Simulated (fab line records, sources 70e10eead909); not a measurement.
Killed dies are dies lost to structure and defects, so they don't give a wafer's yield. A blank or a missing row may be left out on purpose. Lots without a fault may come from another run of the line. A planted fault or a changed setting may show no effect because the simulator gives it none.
Which tool did it? | flow nand_harc | 6 lots, 18 wafers sampled, at 5 steps of a route of 1159

WHAT THE GAUGES READ, wafer by wafer
NHARC_END_SORT_01.
lot  | measured     | on        | killed_at_array
L478 | day 22 00:44 | prober-01 | 671 671 673

WHICH TOOL RAN EACH LOT (tool, then ch and the chambers of the sampled wafers, then the start)
lot  | NHARC_A_CHANNEL_HOLE_D1_ETCH_19  | NHARC_A_CHANNEL_HOLE_D1_ETCH_44    | NHARC_A_CHANNEL_HOLE_D1_XSEM_31 | NHARC_A_CHANNEL_FILL_D1_CVD_18
L471 | har_etch-02 ch 0,1, day 8 17:26  | rie_diel-12 ch 2,3, day 8 22:31    | xsem-01 ch 0, day 8 23:25       | lpcvd_poly-03 ch 0, day 10 00:25
L474 | har_etch-02 ch 0,1, day 9 05:26  | rie_diel-09 ch 0,1, day 9 10:07    | xsem-02 ch 0, day 9 11:00       | lpcvd_poly-03 ch 0, day 10 08:15
L478 | har_etch-02 ch 0,1, day 10 07:14 | rie_diel-06 ch 0,2,3, day 10 11:56 | xsem-02 ch 0, day 10 12:50      | lpcvd_poly-01 ch 0, day 11 09:10
L486 | har_etch-01 ch 0,1, day 11 19:18 | rie_diel-09 ch 1,2, day 12 00:03   | xsem-01 ch 0, day 12 01:04      | lpcvd_poly-03 ch 0, day 13 01:19
L493 | har_etch-02 ch 0,1, day 13 19:35 | rie_diel-12 ch 0,2,3, day 14 00:19 | xsem-01 ch 0, day 14 01:11      | lpcvd_poly-03 ch 0, day 15 02:14
L492 | har_etch-02 ch 0,1, day 14 03:58 | rie_diel-06 ch 1,2, day 14 08:38   | xsem-01 ch 0, day 14 09:31      | lpcvd_poly-02 ch 0, day 15 09:34
- NHARC_A_CHANNEL_HOLE_D1_ETCH_19: etches the open film in C4F8/O2/Ar, time 34.5 s.
- NHARC_A_CHANNEL_HOLE_D1_ETCH_44: etches the open film in CF4/O2, target depth 140 nm, overetch 14 nm, time 77 s.
- NHARC_A_CHANNEL_HOLE_D1_XSEM_31
- NHARC_A_CHANNEL_FILL_D1_CVD_18: deposits poly-Si, target thk 3 nm.

THE ANSWER, worked out from the rows above alone
Rule: what is usual is taken from the lots themselves. Put in order of their means at a reading, lots are off if they are a third of the lots or fewer, leave a main group of 4 or more, and stand apart from it by a gap of 3 or more times the standard deviation of the main group's means; of several such gaps the widest counts. A main group whose means are all the same, to the digits that the tables above print for the reading, isn't used. A lot without any number at a reading at which 4 lots or more have one is off too. The other lots that the step has rows for count as sound.
No lot is off at any reading shown: from this, nothing can be told.

WHAT THE SIMULATOR HAD PUT IN
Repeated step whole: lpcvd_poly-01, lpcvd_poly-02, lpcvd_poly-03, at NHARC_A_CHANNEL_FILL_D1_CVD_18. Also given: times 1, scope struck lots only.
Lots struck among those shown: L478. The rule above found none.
